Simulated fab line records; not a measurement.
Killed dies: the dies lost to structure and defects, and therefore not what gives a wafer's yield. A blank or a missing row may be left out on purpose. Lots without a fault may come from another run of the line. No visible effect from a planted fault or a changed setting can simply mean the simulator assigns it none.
Matching of chambers + flow n5Finfet + 4 sister chambers for N5_BEOL_M3_DESCUM_33 on rieDiel-03
The step chemistry O2, time 7 s. 20 wafers are shown with their chamber, then 10 later ones without.

== EACH WAFER AND ITS CHAMBER ==
| wafer  | chamber | showerheadPlenumPTorr (Torr) | throttleValvePct (%) | oesProductAu (a.u.) |
|--------|---------|------------------------------|----------------------|---------------------|
| L075.2 | 1       | 2.14                         | 20.24                | 1.00                |
| L075.3 | 0       | 2.10                         | 21.00                | 0.72                |
| L075.5 | 1       | 2.14                         | 20.25                | 1.00                |
| L080.2 | 2       | 2.12                         | 20.37                | 0.85                |
| L080.4 | 1       | 2.14                         | 20.26                | 0.97                |
| L080.5 | 3       | 2.19                         | 20.44                | 0.81                |
| L081.2 | 0       | 2.10                         | 20.99                | 0.71                |
| L081.5 | 1       | 2.14                         | 20.25                | 0.95                |
| L081.6 | 2       | 2.12                         | 20.38                | 0.84                |
| L084.2 | 3       | 2.19                         | 20.46                | 0.80                |
| L084.4 | 2       | 2.11                         | 20.40                | 0.83                |
| L084.6 | 3       | 2.19                         | 20.46                | 0.79                |
| L086.1 | 0       | 2.10                         | 21.02                | 0.70                |
| L086.4 | 2       | 2.11                         | 20.41                | 0.83                |
| L086.6 | 2       | 2.11                         | 20.41                | 0.84                |
| L087.1 | 3       | 2.19                         | 20.47                | 0.79                |
| L087.2 | 0       | 2.10                         | 21.04                | 0.71                |
| L087.3 | 1       | 2.14                         | 20.28                | 0.93                |
| L091.1 | 0       | 2.10                         | 21.02                | 0.70                |
| L091.3 | 3       | 2.19                         | 20.46                | 0.79                |

SIGNATURES (averages over the wafers above)
| reading               | chamber 0 | chamber 1 | chamber 2 | chamber 3 | scatter within a chamber |
|-----------------------|-----------|-----------|-----------|-----------|--------------------------|
| showerheadPlenumPTorr | 2.1000    | 2.1400    | 2.1140    | 2.1900    | 0.00274                  |
| throttleValvePct      | 21.0140   | 20.2560   | 20.3940   | 20.4580   | 0.0163                   |
| oesProductAu          | 0.7080    | 0.9700    | 0.8380    | 0.7960    | 0.0171                   |
Rule: for a wafer and a chamber, the distance is found by dividing, reading by reading, the gap between the wafer's reading and the chamber's mean by the reading's scatter, squaring, summing and taking the root. If the next closest chamber is less than 2 further off than the closest, the wafer can't be placed; otherwise it belongs to the closest. The scatter: the root of (the sum of the squares of (reading less its chamber's mean) over the shown wafers, divided by (wafers less chambers)).

== WAFERS WHOSE CHAMBER IS MISSING ==
| wafer  | showerheadPlenumPTorr (Torr) | throttleValvePct (%) | oesProductAu (a.u.) |
|--------|------------------------------|----------------------|---------------------|
| L091.6 | 2.19                         | 20.48                | 0.79                |
| L092.1 | 2.19                         | 20.48                | 0.79                |
| L092.4 | 2.13                         | 20.29                | 0.91                |
| L092.5 | 2.09                         | 21.03                | 0.71                |
| L097.2 | 2.13                         | 20.30                | 0.90                |
| L097.3 | 2.18                         | 20.49                | 0.78                |
| L097.5 | 2.13                         | 20.28                | 0.89                |
| L096.3 | 2.13                         | 20.30                | 0.88                |
| L096.4 | 2.11                         | 20.42                | 0.80                |
| L096.6 | 2.11                         | 20.42                | 0.81                |

== CHAMBER TAKEN BY EACH ==
| wafer  | from the rows above     | in truth |
|--------|-------------------------|----------|
| L091.6 | 3                       | 3        |
| L092.1 | 3                       | 3        |
| L092.4 | 1                       | 1        |
| L092.5 | 0                       | 0        |
| L097.2 | 1                       | 1        |
| L097.3 | 3                       | 3        |
| L097.5 | 1                       | 1        |
| L096.3 | can't be placed: 1 or 2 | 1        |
| L096.4 | 2                       | 2        |
| L096.6 | 2                       | 2        |
Correct placement for 9 of the 10. Not placeable from these rows: 1 (in 1, the candidates include the true chamber). Number placed wrongly: 0.
